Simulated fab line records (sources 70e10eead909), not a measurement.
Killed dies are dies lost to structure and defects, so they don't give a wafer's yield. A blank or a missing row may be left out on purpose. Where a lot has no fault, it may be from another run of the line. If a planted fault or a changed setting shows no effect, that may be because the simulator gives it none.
Matching of chambers | flow nand harc | NHARC_P_GATE_STRIP_101 on rie diel-06 has 3 sister chambers
The step strips in O2, time 20 s. 3 wafers are shown with their chamber, then 6 later ones without.

== WAFERS, EACH WITH ITS CHAMBER ==
wafer  | chamber | showerhead plenum p Torr (Torr)
L147.5 | 2       | 3.71
L148.1 | 0       | 3.50
L148.4 | 3       | 3.71

== WAFERS MISSING THEIR CHAMBER ==
wafer  | showerhead plenum p Torr (Torr)
L148.6 | 3.71
L153.3 | 3.50
L153.4 | 3.71
L153.6 | 3.70
L161.3 | 3.49
L161.5 | 3.50

== THE CHAMBER EACH PASSED THROUGH ==
wafer  | from the rows above     | in truth
L148.6 | can't be placed: 2 or 3 | 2
L153.3 | 0                       | 0
L153.4 | can't be placed: 2 or 3 | 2
L153.6 | can't be placed: 2 or 3 | 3
L161.3 | 0                       | 0
L161.5 | 0                       | 0
Placed correctly: 3 of 6. Cannot be placed on the basis of these rows: 3; the candidates contain the true chamber in 3. Wrongly placed: 0.
How it was worked out, from the rows above alone: a wafer's distance from a chamber is the root of the sum, over the readings, of the square of ((its reading less the chamber's mean) divided by the reading's scatter). If the next closest chamber is less than 2 further off than the closest, the wafer can't be placed; otherwise it belongs to the closest. For every chamber, the mean is computed from those of its wafers that are shown. The scatter: with one shown wafer a chamber, the root of the mean of the squares of how far each hidden wafer lies from its nearest shown one.
